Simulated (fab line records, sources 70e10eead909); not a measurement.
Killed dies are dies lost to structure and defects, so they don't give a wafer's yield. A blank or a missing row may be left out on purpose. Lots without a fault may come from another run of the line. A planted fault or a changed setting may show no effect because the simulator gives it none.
Which tool did it? | flow nand_harc | 11 lots, 33 wafers sampled, at 2 steps of a route of 1302

WHAT THE GAUGES READ, wafer by wafer
NHARC_THIN_TSV_THK_MEAS_02: measures by ir.
lot  | measured     | on            | thk_nm (nm)
L975 | day 23 19:48 | film_metro-01 | 2844 2737 2835
L977 | day 24 04:43 | film_metro-01 | 2534 2852 2279
L979 | day 25 06:43 | film_metro-02 | 2978 2969 2888
L978 | day 25 07:56 | film_metro-02 | 3020 2976 2904
L980 | day 26 04:50 | film_metro-02 | 2883 3015 2918
L983 | day 27 07:16 | film_metro-02 | 2596 2636 2669
L984 | day 27 11:23 | film_metro-01 | 2893 2919 2779
L987 | day 29 09:43 | film_metro-01 | 2970 3185 2897
L988 | day 29 08:31 | film_metro-01 | 3241 3186 2974
L990 | day 30 21:22 | film_metro-01 | 2763 2991 2944
L996 | day 32 15:11 | film_metro-02 | 2939 3057 3222

WHICH TOOL RAN EACH LOT (tool, then ch and the chambers of the sampled wafers, then the start)
lot  | NHARC_A_CONTACT_ETCH_49
L975 | rie_diel-08 ch 0,2,3, day 21 08:32
L977 | rie_diel-04 ch 0,1,2, day 21 20:14
L979 | rie_diel-08 ch 0,1,3, day 23 00:22
L978 | rie_diel-08 ch 1,2,3, day 23 00:40
L980 | rie_diel-04 ch 0,1,3, day 23 18:16
L983 | rie_diel-01 ch 0,2,3, day 25 02:40
L984 | rie_diel-08 ch 0,1,2, day 25 03:57
L987 | rie_diel-04 ch 1,2,3, day 27 00:06
L988 | rie_diel-04 ch 1,2,3, day 27 04:12
L990 | rie_diel-08 ch 0,1,2, day 28 02:19
L996 | rie_diel-04 ch 0,2, day 30 04:13
- NHARC_A_CONTACT_ETCH_49: etches the open film in N2/H2, target depth 260 nm, time 475.3 s.

THE ANSWER, worked out from the rows above alone
Rule: what is usual is taken from the lots themselves. Put in order of their means at a reading, lots are off if they are a third of the lots or fewer, leave a main group of 4 or more, and stand apart from it by a gap of 3 or more times the standard deviation of the main group's means; of several such gaps the widest counts. A main group whose means are all the same, to the digits that the tables above print for the reading, isn't used. A lot without any number at a reading at which 4 lots or more have one is off too. The other lots that the step has rows for count as sound.
No lot is off at any reading shown: from this, nothing can be told.

WHAT THE SIMULATOR HAD PUT IN
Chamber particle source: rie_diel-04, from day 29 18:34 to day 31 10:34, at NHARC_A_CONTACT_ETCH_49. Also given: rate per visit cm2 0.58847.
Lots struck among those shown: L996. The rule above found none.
